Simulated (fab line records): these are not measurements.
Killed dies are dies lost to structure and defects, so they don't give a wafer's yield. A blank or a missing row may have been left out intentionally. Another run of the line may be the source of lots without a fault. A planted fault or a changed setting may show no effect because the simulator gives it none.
fab line records	flow n5Finfet
[record] lots = 24	wafers = 72	lastDay = 22
route steps=1938 shown BEOL_M2@877 BEOL_M3@971
lots with no fault: from the same line, run without faults
startH: hours from the record's opening day to when the first of the lot's shown wafers began	waitH: time in hours since the lot's previous step	" the same as in the row above	L1.1+2: one row covering several wafers at once	- no value, or no start was given	* or withheld: withheld	< > ~ a bound
route shown NAME@n: NAME is a module with steps in the file, n the number in the route of the first one	usual: the fault-free wafers' mean and standard deviation	same: alike in all rows	chamber/n: place in a boat	sites: readings site by site	_std_site: their standard deviation	_edge_site: inner sites' mean taken away from outer sites' mean	radiusMm: for every site, how far away it sits from the centre of the wafer	mask NAME#n: copy n	behind: the tool/chamber that last shaped the wafer	hold: why the lot went on hold/how many hours it stayed there/how the hold came to an end	device: names the non-switching transistor (n, p or np)	end of line: the tests these same wafers got at the end of their route	where a step has no rows: the recipe by itself	killed: the dies lost at the first sort to structure and to defects; this is not the yield of the wafer	map: shows each die of a wafer: x if killed, . if not, _ if none is there
set.NAME: the setting that was run; set.NAME@STEP: the one run at that earlier step	model.NAME: the simulator's own value behind a step, which no gauge read
one table for each step of the route and one row for each wafer, over a sample of lots
services: the hour from which a tool's chamber was out of use, counted from the record's first day as startH (under 0 if before that day), plus the number of hours and why
[[steps]]
[step N5_BEOL_M2_OVL_MEAS_29]
[recipe] pointsPerWafer = 522
[usual] V1_OVL = -0.4/0.69
[same] pointsPerWafer = 522
lot.wafer	tool	chamber	startH	waitH	V1_OVL[nm]
L074.1	overlay-01	0	141.70	0.0	0.1
L074.3	"	0	"	"	0.0
L074.5	"	0	"	"	0.4
L075.2	overlay-02	0	143.84	0.0	-1.0
L075.4	"	0	"	"	-1.8
L075.5	"	0	"	"	-0.5
L076.4	overlay-02	0	161.75	0.0	-1.4
L076.5	"	0	"	"	-1.6
L076.6	"	0	"	"	-0.3
L077.1	overlay-02	0	166.48	0.0	-0.9
L077.4	"	0	"	"	-1.5
L077.6	"	0	"	"	-0.2
L078.4	overlay-01	0	167.63	0.0	-0.8
L078.5	"	0	"	"	-0.8
L078.6	"	0	"	"	-0.3
L079.1	overlay-01	0	181.45	0.0	0.0
L079.3	"	0	"	"	0.1
L079.4	"	0	"	"	-0.7
L080.3	overlay-01	0	185.77	0.0	-0.1
L080.4	"	0	"	"	-0.1
L080.5	"	0	"	"	0.0
L081.1	overlay-02	0	186.60	0.0	-1.2
L081.2	"	0	"	"	-1.1
L081.4	"	0	"	"	-0.8
L082.1	overlay-01	0	193.94	0.0	0.3
L082.3	"	0	"	"	0.6
L082.6	"	0	"	"	0.9
L083.2	overlay-02	0	199.42	0.0	-0.4
L083.3	"	0	"	"	-0.5
L083.4	"	0	"	"	-1.6
L084.4	overlay-01	0	200.47	0.0	-1.0
L084.5	"	0	"	"	-0.5
L084.6	"	0	"	"	-1.3
L085.1	overlay-02	0	202.00	0.0	-0.2
L085.2	"	0	"	"	-1.2
L085.6	"	0	"	"	-0.7
L086.3	overlay-01	0	205.76	0.0	0.1
L086.5	"	0	"	"	0.2
L086.6	"	0	"	"	0.2
L087.2	overlay-02	0	214.37	0.0	0.7
L087.4	"	0	"	"	-0.1
L087.6	"	0	"	"	0.5
L088.2	overlay-02	0	217.46	0.0	-1.6
L088.5	"	0	"	"	-1.7
L088.6	"	0	"	"	-1.8
L090.3	overlay-01	0	228.04	0.0	-0.3
L090.5	"	0	"	"	0.0
L090.6	"	0	"	"	-0.7
L089.1	overlay-02	0	240.36	0.0	-0.6
L089.2	"	0	"	"	-0.7
L089.3	"	0	"	"	-0.3
L091.1	overlay-02	0	241.72	0.0	0.2
L091.2	"	0	"	"	-1.4
L091.3	"	0	"	"	-0.3
L092.1	overlay-01	0	250.96	0.0	-0.8
L092.2	"	0	"	"	-1.3
L092.5	"	0	"	"	-0.1
L094.1	overlay-01	0	251.14	0.0	-0.3
L094.5	"	0	"	"	-0.6
L094.6	"	0	"	"	-0.7
L093.1	overlay-02	0	260.36	0.0	0.6
L093.4	"	0	"	"	-0.4
L093.5	"	0	"	"	-0.2
L095.4	overlay-02	0	262.12	0.0	0.4
L095.5	"	0	"	"	0.6
L095.6	"	0	"	"	0.2
L096.3	overlay-02	0	275.95	0.0	0.6
L096.4	"	0	"	"	1.2
L096.6	"	0	"	"	0.9
L097.3	overlay-02	0	302.38	0.0	0.5
L097.4	"	0	"	"	-1.7
L097.5	"	0	"	"	0.0
[step N5_BEOL_M2_PRE_CLEAN_45]
[recipe] gas = H2/He	timeS = 30	tempC = 250
[usual] heaterPowerW = 320/29
[same] timeS = 30
lot.wafer	tool	chamber	startH	waitH	heaterPowerW
L074.1	pvdSputter-03	-	151.63	0.0	363
L074.3	"	-	"	"	281
L074.5	"	-	"	"	278
L075.2	pvdSputter-02	-	155.82	0.0	342
L075.4	"	-	"	"	371
L075.5	"	-	"	"	367
L076.4	pvdSputter-02	-	170.28	0.0	387
L076.5	"	-	"	"	311
L076.6	"	-	"	"	288
L077.1	pvdSputter-01	-	170.45	0.0	339
L077.4	"	-	"	"	332
L077.6	"	-	"	"	287
L078.4	pvdSputter-02	-	175.84	0.0	362
L078.5	"	-	"	"	375
L078.6	"	-	"	"	350
L079.1	pvdSputter-02	-	184.51	0.0	309
L079.3	"	-	"	"	350
L079.4	"	-	"	"	296
L080.3	pvdSputter-01	-	192.79	0.0	280
L080.4	"	-	"	"	328
L080.5	"	-	"	"	294
L081.1	pvdSputter-01	-	199.81	0.0	329
L081.2	"	-	"	"	288
L081.4	"	-	"	"	336
L082.1	pvdSputter-03	-	207.43	0.0	371
L082.3	"	-	"	"	315
L082.6	"	-	"	"	324
L083.2	pvdSputter-02	-	241.23	0.0	302
L083.3	"	-	"	"	311
L083.4	"	-	"	"	350
L084.4	pvdSputter-02	-	241.31	0.0	313
L084.5	"	-	"	"	352
L084.6	"	-	"	"	296
L085.1	pvdSputter-02	-	253.22	0.0	315
L085.2	"	-	"	"	344
L085.6	"	-	"	"	355
L086.3	pvdSputter-01	-	268.84	0.0	325
L086.5	"	-	"	"	322
L086.6	"	-	"	"	291
L087.2	pvdSputter-01	-	280.96	0.0	294
L087.4	"	-	"	"	333
L087.6	"	-	"	"	332
L088.2	pvdSputter-02	-	282.76	0.0	309
L088.5	"	-	"	"	369
L088.6	"	-	"	"	309
L091.1	pvdSputter-02	-	283.34	0.0	312
L091.2	"	-	"	"	367
L091.3	"	-	"	"	303
L090.3	pvdSputter-01	-	288.76	0.0	327
L090.5	"	-	"	"	280
L090.6	"	-	"	"	342
L092.1	pvdSputter-01	-	292.07	0.0	279
L092.2	"	-	"	"	319
L092.5	"	-	"	"	326
L089.1	pvdSputter-01	-	292.22	0.0	281
L089.2	"	-	"	"	284
L089.3	"	-	"	"	320
L094.1	pvdSputter-01	-	295.17	0.0	333
L094.5	"	-	"	"	326
L094.6	"	-	"	"	292
L093.1	pvdSputter-01	-	303.44	0.0	292
L093.4	"	-	"	"	329
L093.5	"	-	"	"	330
L095.4	pvdSputter-01	-	303.60	0.0	329
L095.5	"	-	"	"	287
L095.6	"	-	"	"	329
L096.3	pvdSputter-01	-	314.37	0.0	281
L096.4	"	-	"	"	331
L096.6	"	-	"	"	281
L097.3	pvdSputter-01	-	323.48	0.0	335
L097.4	"	-	"	"	281
L097.5	"	-	"	"	329
[step N5_BEOL_M2_SPUTTER_86]
[recipe] material = Cu	targetThkA = 45	tempC = -20	chamberPressurePa = 0.07	powerW = withheld	timeS = 8.29
[usual] throttleValvePct = 29.6/1
[same] timeS = 8.29
lot.wafer	tool	chamber	startH	waitH	throttleValvePct
L074.1	pvdSputter-03	-	154.04	0.1	28.1
L074.3	"	-	"	"	29.5
L074.5	"	-	"	"	29.0
L075.2	pvdSputter-01	-	157.78	0.1	28.5
L075.4	"	-	"	"	29.9
L075.5	"	-	"	"	29.5
L076.4	pvdSputter-02	-	171.46	0.1	30.9
L076.5	"	-	"	"	31.1
L076.6	"	-	"	"	28.4
L077.1	pvdSputter-01	-	172.01	0.1	30.3
L077.4	"	-	"	"	28.4
L077.6	"	-	"	"	29.9
L078.4	pvdSputter-01	-	177.20	0.1	29.5
L078.5	"	-	"	"	28.3
L078.6	"	-	"	"	31.3
L079.1	pvdSputter-03	-	185.83	0.1	28.1
L079.3	"	-	"	"	28.8
L079.4	"	-	"	"	29.2
L080.3	pvdSputter-02	-	195.73	0.1	30.1
L080.4	"	-	"	"	28.5
L080.5	"	-	"	"	30.2
L081.1	pvdSputter-01	-	201.33	0.1	29.5
L081.2	"	-	"	"	30.1
L081.4	"	-	"	"	31.4
L083.2	pvdSputter-02	-	242.39	0.1	28.9
L083.3	"	-	"	"	31.1
L083.4	"	-	"	"	28.7
L084.4	pvdSputter-01	-	242.59	0.1	29.8
L084.5	"	-	"	"	29.4
L084.6	"	-	"	"	31.1
L085.1	pvdSputter-01	-	254.40	0.1	29.7
L085.2	"	-	"	"	31.2
L085.6	"	-	"	"	31.3
L086.3	pvdSputter-01	-	270.04	0.1	29.5
L086.5	"	-	"	"	29.9
L086.6	"	-	"	"	28.3
L087.2	pvdSputter-01	-	282.13	0.1	29.6
L087.4	"	-	"	"	28.4
L087.6	"	-	"	"	29.2
L088.2	pvdSputter-01	-	284.01	0.1	30.2
L088.5	"	-	"	"	30.1
L088.6	"	-	"	"	28.4
L091.1	pvdSputter-02	-	284.59	0.1	31.1
L091.2	"	-	"	"	30.1
L091.3	"	-	"	"	28.6
L090.3	pvdSputter-01	-	290.32	0.1	31.6
L090.5	"	-	"	"	31.5
L090.6	"	-	"	"	28.6
L092.1	pvdSputter-01	-	293.30	0.1	31.5
L092.2	"	-	"	"	28.4
L092.5	"	-	"	"	29.7
L089.1	pvdSputter-02	-	295.12	0.1	28.5
L089.2	"	-	"	"	28.7
L089.3	"	-	"	"	31.1
L094.1	pvdSputter-01	-	296.50	0.1	29.9
L094.5	"	-	"	"	30.2
L094.6	"	-	"	"	28.5
L093.1	pvdSputter-01	-	304.61	0.1	29.5
L093.4	"	-	"	"	28.7
L093.5	"	-	"	"	31.2
L095.4	pvdSputter-02	-	304.83	0.1	31.0
L095.5	"	-	"	"	30.1
L095.6	"	-	"	"	28.7
L096.3	pvdSputter-01	-	317.45	0.1	31.2
L096.4	"	-	"	"	30.0
L096.6	"	-	"	"	31.2
L082.1	pvdSputter-03	-	318.06	0.1	29.2
L082.3	"	-	"	"	28.5
L082.6	"	-	"	"	28.6
L097.3	pvdSputter-01	-	324.78	0.1	29.2
L097.4	"	-	"	"	30.0
L097.5	"	-	"	"	30.1
[step N5_BEOL_M2_ANNEAL_93]
[recipe] tempC = 400	timeS = 240	ambient = vacuum
[usual] heaterPowerW = 791/69
[same] timeS = 240
lot.wafer	tool	chamber	startH	waitH	heaterPowerW
L074.1	pvdSputter-03	-	154.78	0.0	703
L074.3	"	-	"	"	792
L074.5	"	-	"	"	911
L075.2	pvdSputter-01	-	158.52	0.0	799
L075.4	"	-	"	"	709
L075.5	"	-	"	"	844
L076.4	pvdSputter-02	-	172.20	0.0	921
L076.5	"	-	"	"	945
L076.6	"	-	"	"	770
L077.1	pvdSputter-01	-	172.75	0.0	728
L077.4	"	-	"	"	840
L077.6	"	-	"	"	713
L078.4	pvdSputter-01	-	177.94	0.0	821
L078.5	"	-	"	"	836
L078.6	"	-	"	"	726
L079.1	pvdSputter-03	-	186.57	0.0	696
L079.3	"	-	"	"	901
L079.4	"	-	"	"	903
L080.3	pvdSputter-02	-	196.47	0.0	909
L080.4	"	-	"	"	790
L080.5	"	-	"	"	888
L081.1	pvdSputter-01	-	202.07	0.0	828
L081.2	"	-	"	"	729
L081.4	"	-	"	"	706
L083.2	pvdSputter-02	-	243.13	0.0	720
L083.3	"	-	"	"	947
L083.4	"	-	"	"	772
L084.4	pvdSputter-01	-	243.33	0.0	724
L084.5	"	-	"	"	852
L084.6	"	-	"	"	712
L085.1	pvdSputter-01	-	255.14	0.0	722
L085.2	"	-	"	"	724
L085.6	"	-	"	"	726
L086.3	pvdSputter-01	-	270.78	0.0	829
L086.5	"	-	"	"	733
L086.6	"	-	"	"	829
L087.2	pvdSputter-01	-	282.87	0.0	849
L087.4	"	-	"	"	835
L087.6	"	-	"	"	814
L088.2	pvdSputter-01	-	284.75	0.0	727
L088.5	"	-	"	"	727
L088.6	"	-	"	"	829
L091.1	pvdSputter-02	-	285.33	0.0	928
L091.2	"	-	"	"	876
L091.3	"	-	"	"	727
L090.3	pvdSputter-01	-	291.06	0.0	709
L090.5	"	-	"	"	716
L090.6	"	-	"	"	816
L092.1	pvdSputter-01	-	294.04	0.0	705
L092.2	"	-	"	"	836
L092.5	"	-	"	"	826
L089.1	pvdSputter-02	-	295.86	0.0	791
L089.2	"	-	"	"	738
L089.3	"	-	"	"	946
L094.1	pvdSputter-01	-	297.24	0.0	742
L094.5	"	-	"	"	715
L094.6	"	-	"	"	849
L093.1	pvdSputter-01	-	305.35	0.0	831
L093.4	"	-	"	"	798
L093.5	"	-	"	"	708
L095.4	pvdSputter-02	-	305.57	0.0	942
L095.5	"	-	"	"	866
L095.6	"	-	"	"	725
L096.3	pvdSputter-01	-	318.19	0.0	724
L096.4	"	-	"	"	725
L096.6	"	-	"	"	717
L082.1	pvdSputter-03	-	318.80	0.0	793
L082.3	"	-	"	"	904
L082.6	"	-	"	"	898
L097.3	pvdSputter-01	-	325.52	0.0	822
L097.4	"	-	"	"	724
L097.5	"	-	"	"	743
[step N5_BEOL_M2_INSPECT_59]
[recipe] inspectInstrument = darkfield	mode = postDep
[usual] rawDefectCount = 71/25
lot.wafer	tool	chamber	startH	waitH	rawDefectCount
L074.1	defectInspect-02	-	156.21	0.0	71
L074.3	"	-	"	"	69
L074.5	"	-	"	"	56
L075.2	defectInspect-02	-	161.38	0.0	64
L075.4	"	-	"	"	77
L075.5	"	-	"	"	76
L076.4	defectInspect-01	-	173.64	0.0	79
L076.5	"	-	"	"	68
L076.6	"	-	"	"	90
L077.1	defectInspect-01	-	174.20	0.0	109
L077.4	"	-	"	"	101
L077.6	"	-	"	"	52
L078.4	defectInspect-02	-	179.41	0.0	56
L078.5	"	-	"	"	30
L078.6	"	-	"	"	63
L079.1	defectInspect-01	-	188.00	0.0	129
L079.3	"	-	"	"	77
L079.4	"	-	"	"	78
L080.3	defectInspect-02	-	198.16	0.0	73
L080.4	"	-	"	"	60
L080.5	"	-	"	"	44
L081.1	defectInspect-02	-	203.56	0.0	69
L081.2	"	-	"	"	74
L081.4	"	-	"	"	132
L083.2	defectInspect-02	-	244.69	0.0	48
L083.3	"	-	"	"	58
L083.4	"	-	"	"	51
L084.4	defectInspect-01	-	245.00	0.0	71
L084.5	"	-	"	"	46
L084.6	"	-	"	"	90
L085.1	defectInspect-02	-	256.63	0.0	73
L085.2	"	-	"	"	76
L085.6	"	-	"	"	71
L086.3	defectInspect-02	-	272.33	0.0	44
L086.5	"	-	"	"	56
L086.6	"	-	"	"	54
L087.2	defectInspect-01	-	284.30	0.0	106
L087.4	"	-	"	"	62
L087.6	"	-	"	"	71
L088.2	defectInspect-02	-	286.18	0.0	57
L088.5	"	-	"	"	83
L088.6	"	-	"	"	123
L091.1	defectInspect-02	-	286.79	0.0	84
L091.2	"	-	"	"	96
L091.3	"	-	"	"	66
L090.3	defectInspect-02	-	292.50	0.0	38
L090.5	"	-	"	"	76
L090.6	"	-	"	"	49
L092.1	defectInspect-02	-	295.47	0.0	106
L092.2	"	-	"	"	128
L092.5	"	-	"	"	91
L089.1	defectInspect-02	-	297.30	0.0	52
L089.2	"	-	"	"	42
L089.3	"	-	"	"	44
L094.1	defectInspect-02	-	299.13	0.0	49
L094.5	"	-	"	"	33
L094.6	"	-	"	"	31
L093.1	defectInspect-02	-	306.85	0.0	112
L093.4	"	-	"	"	55
L093.5	"	-	"	"	47
L095.4	defectInspect-02	-	307.01	0.0	91
L095.5	"	-	"	"	108
L095.6	"	-	"	"	117
L096.3	defectInspect-01	-	319.65	0.0	58
L096.4	"	-	"	"	94
L096.6	"	-	"	"	52
L082.1	defectInspect-01	-	320.34	0.0	70
L082.3	"	-	"	"	88
L082.6	"	-	"	"	68
L097.3	defectInspect-01	-	326.96	0.0	50
L097.4	"	-	"	"	49
L097.5	"	-	"	"	61
[step N5_BEOL_M3_ETCH_69]
[recipe] chemistry = CF4	target = SiARC	targetDepthA = 156	maskMaterial = CAR-EUV	timeS = 26	ionEnergyEv = 80	pressureMtorr = 40	sourceW = 545	biasW = 36	Ar_flow_sccm = 100	cf4FlowSccm = 100	ends = cleared
[usual] cf4FlowSccm = 100.03/0.27	drypumpMotorCurrentA = 5.9/0.37	etchRfOnTimeS = 25.9/0.34	oesProductAu = 0.69/0.065	rfVppV = 183.8/1.1	showerheadPlenumPTorr = 2.13/0.06	throttleValvePct = 15.57/0.14
lot.wafer	tool	chamber	startH	waitH	cf4FlowSccm	drypumpMotorCurrentA	etchRfOnTimeS	oesProductAu	rfHoursCounterH	rfVppV	showerheadPlenumPTorr	throttleValvePct
L074.1	rieDiel-01	1	160.16	0.0	99.98	5.6	26.6	0.61	230	182.2	2.03	15.90
L074.3	"	3	"	"	99.81	6.1	25.2	0.80	22	184.9	2.18	15.37
L074.5	"	3	"	"	99.76	6.0	25.4	0.79	-	184.7	2.18	15.38
L075.2	rieDiel-06	3	163.80	0.0	100.02	5.8	26.1	0.59	227	181.1	2.03	15.51
L075.4	"	1	"	"	99.90	6.3	25.5	0.83	6	183.8	2.11	15.55
L075.5	"	0	"	"	99.88	6.5	26.0	0.67	-	182.4	2.23	15.56
L076.4	rieDiel-06	3	176.04	0.0	100.64	5.8	26.2	0.59	230	183.1	2.03	15.52
L076.5	"	1	"	"	100.06	6.2	25.4	0.83	-	184.6	2.11	15.59
L076.6	"	0	"	"	100.20	6.5	26.1	0.66	-	186.2	2.23	15.56
L077.1	rieDiel-03	0	176.27	0.0	100.13	6.0	25.9	0.76	36	184.3	2.10	15.65
L077.4	"	1	"	"	99.78	5.2	26.1	0.60	218	184.0	2.20	15.52
L077.6	"	3	"	"	99.95	6.2	25.6	0.70	-	183.2	2.07	15.42
L078.4	rieDiel-03	3	182.59	0.0	100.29	6.2	25.9	0.69	96	183.2	2.07	15.40
L078.5	"	3	"	"	100.55	6.1	25.9	0.70	-	183.9	2.07	15.43
L078.6	"	0	"	"	99.87	6.0	26.3	0.74	-	182.8	2.10	15.66
L079.1	rieDiel-03	1	189.79	0.0	100.17	5.2	26.3	0.60	223	184.8	2.20	15.52
L079.3	"	2	"	"	100.54	5.9	25.8	0.72	55	185.8	2.18	15.53
L079.4	"	0	"	"	99.70	6.0	25.9	0.75	41	183.7	2.10	15.66
L080.3	rieDiel-01	2	200.56	0.0	99.89	5.7	26.3	0.69	80	185.0	2.17	15.81
L080.4	"	3	"	"	100.29	6.0	25.2	0.77	35	185.1	2.18	15.41
L080.5	"	0	"	"	100.37	5.4	25.6	0.78	-	184.2	2.11	15.52
L081.1	rieDiel-06	3	205.97	0.0	99.95	5.8	26.7	0.57	240	181.9	2.03	15.55
L081.2	"	0	"	"	100.26	6.5	26.6	0.65	153	185.9	2.22	15.58
L081.4	"	2	"	"	100.15	5.5	26.1	0.67	114	185.3	2.16	15.51
L083.2	rieDiel-03	0	246.61	0.0	99.86	6.0	25.8	0.72	59	181.7	2.09	15.68
L083.3	"	1	"	"	99.77	5.2	26.1	0.59	242	185.1	2.20	15.57
L083.4	"	2	"	"	99.92	5.8	25.6	0.70	73	184.0	2.17	15.57
L084.4	rieDiel-01	3	246.69	0.0	100.02	6.1	25.4	0.75	-	185.2	2.17	15.42
L084.5	"	0	"	"	99.77	5.4	25.6	0.75	-	182.0	2.10	15.54
L084.6	"	2	"	"	100.04	5.7	26.3	0.68	-	185.5	2.16	15.81
L085.1	rieDiel-03	1	258.37	0.0	100.55	5.2	26.2	0.58	244	184.3	2.19	15.57
L085.2	"	2	"	"	100.11	5.9	25.5	0.69	75	185.0	2.17	15.57
L085.6	"	3	"	"	99.81	6.2	25.8	0.68	-	182.0	2.07	15.46
L086.3	rieDiel-06	2	276.47	0.0	100.15	5.5	25.6	0.67	133	183.8	2.15	15.58
L086.5	"	3	"	"	100.24	5.8	26.2	0.57	-	181.6	2.02	15.59
L086.6	"	0	"	"	99.90	6.5	26.4	0.64	-	186.4	2.22	15.62
L087.2	rieDiel-01	2	287.40	0.0	99.74	5.7	25.9	0.68	99	185.0	2.16	15.83
L087.4	"	0	"	"	100.03	5.4	25.5	0.75	42	183.2	2.10	15.57
L087.6	"	0	"	"	100.14	5.4	25.3	0.75	-	183.8	2.10	15.57
L088.2	rieDiel-06	3	288.32	0.0	99.80	5.8	26.2	0.57	260	182.6	2.02	15.58
L088.5	"	3	"	"	99.99	5.8	26.1	0.57	-	184.0	2.02	15.57
L088.6	"	2	"	"	99.64	5.5	25.7	0.67	-	184.1	2.15	15.57
L091.1	rieDiel-01	2	289.09	0.0	99.95	5.7	26.5	0.67	100	183.1	2.16	15.85
L091.2	"	3	"	"	100.58	6.1	25.4	0.73	60	183.7	2.17	15.46
L091.3	"	0	"	"	100.24	5.4	25.9	0.73	43	182.9	2.10	15.58
L090.3	rieDiel-06	2	296.00	0.0	99.91	5.5	26.0	0.66	138	183.3	2.15	15.57
L090.5	"	2	"	"	100.20	5.5	25.9	0.66	-	184.8	2.15	15.56
L090.6	"	1	"	"	100.12	6.3	26.0	0.76	-	182.3	2.10	15.63
L092.1	rieDiel-03	0	297.39	0.0	99.78	6.0	25.7	0.71	71	183.0	2.09	15.72
L092.2	"	2	"	"	99.89	5.9	25.6	0.69	84	184.2	2.17	15.57
L092.5	"	2	"	"	99.95	5.9	25.4	0.69	-	184.0	2.17	15.59
L089.1	rieDiel-03	0	299.34	0.0	100.09	6.0	26.0	0.71	72	183.3	2.09	15.71
L089.2	"	2	"	"	100.18	5.9	25.8	0.69	85	183.8	2.17	15.60
L089.3	"	3	"	"	99.90	6.2	26.2	0.67	128	182.4	2.06	15.50
L094.1	rieDiel-03	3	301.35	0.0	100.47	6.2	25.8	0.67	128	182.7	2.06	15.49
L094.5	"	0	"	"	100.04	6.0	26.0	0.71	-	181.8	2.09	15.72
L094.6	"	3	"	"	99.99	6.2	25.8	0.67	-	183.4	2.06	15.49
L093.1	rieDiel-06	0	309.02	0.0	100.49	6.5	26.4	0.63	178	185.6	2.21	15.64
L093.4	"	0	"	"	100.21	6.5	26.5	0.63	-	185.2	2.21	15.63
L093.5	"	2	"	"	100.51	5.5	25.8	0.67	-	184.7	2.15	15.56
L095.4	rieDiel-06	1	309.16	0.0	99.92	6.3	25.7	0.76	-	182.7	2.10	15.64
L095.5	"	2	"	"	99.73	5.5	25.9	0.66	-	184.8	2.15	15.58
L095.6	"	0	"	"	100.20	6.5	26.3	0.63	-	186.8	2.21	15.65
L096.3	rieDiel-03	2	324.64	0.0	99.97	5.9	25.4	0.69	95	185.6	2.16	15.62
L096.4	"	1	"	"	99.66	5.2	26.1	0.84	2	184.4	2.19	15.08
L096.6	"	0	"	"	99.96	6.0	26.0	0.70	-	182.8	2.08	15.74
L082.1	rieDiel-03	0	324.83	0.0	99.45	6.0	26.2	0.70	83	182.5	2.08	15.75
L082.3	"	3	"	"	100.08	6.2	25.9	0.66	139	182.5	2.06	15.49
L082.6	"	0	"	"	99.88	6.0	26.2	0.69	-	183.1	2.08	15.75
L097.3	rieDiel-03	0	328.80	0.0	100.28	6.0	25.7	0.70	84	184.0	2.08	15.76
L097.4	"	3	"	"	100.36	6.1	25.7	0.67	140	184.5	2.06	15.51
L097.5	"	1	"	"	99.95	5.2	25.6	0.85	-	184.0	2.19	15.08
[[services]]
tool	chamber	startH	hours	kind
rieDiel-01	0	128.42	-	clean
rieDiel-01	0	128.42	-	consumableReplace:focusRing
rieDiel-01	0	128.42	12.2	scheduledDown
rieDiel-01	0	128.42	12.2	ventCycle
pvdSputter-01	-	138.92	4.7	repair
rieDiel-01	2	154.65	6.9	repair
pvdSputter-02	-	163.68	5.1	repair
rieDiel-01	0	189.86	5.1	repair
rieDiel-01	2	208.89	1.8	repair
rieDiel-01	-	225.35	2.8	pm
rieDiel-01	1	228.66	-	clean
rieDiel-01	2	254.21	11.8	repair
rieDiel-06	3	270.58	2.7	repair
pvdSputter-03	-	273.75	1.9	repair
rieDiel-03	1	291.71	-	clean
rieDiel-03	1	291.71	-	consumableReplace:focusRing
rieDiel-03	1	291.71	26.1	scheduledDown
rieDiel-03	1	291.71	26.1	ventCycle
rieDiel-06	3	293.02	-	clean
rieDiel-06	3	293.02	-	consumableReplace:focusRing
rieDiel-06	3	293.02	-	consumableReplace:showerhead
rieDiel-06	3	293.02	24.9	scheduledDown
rieDiel-06	3	293.02	24.9	ventCycle
rieDiel-01	0	323.77	1.3	repair
[[key]]
fault none
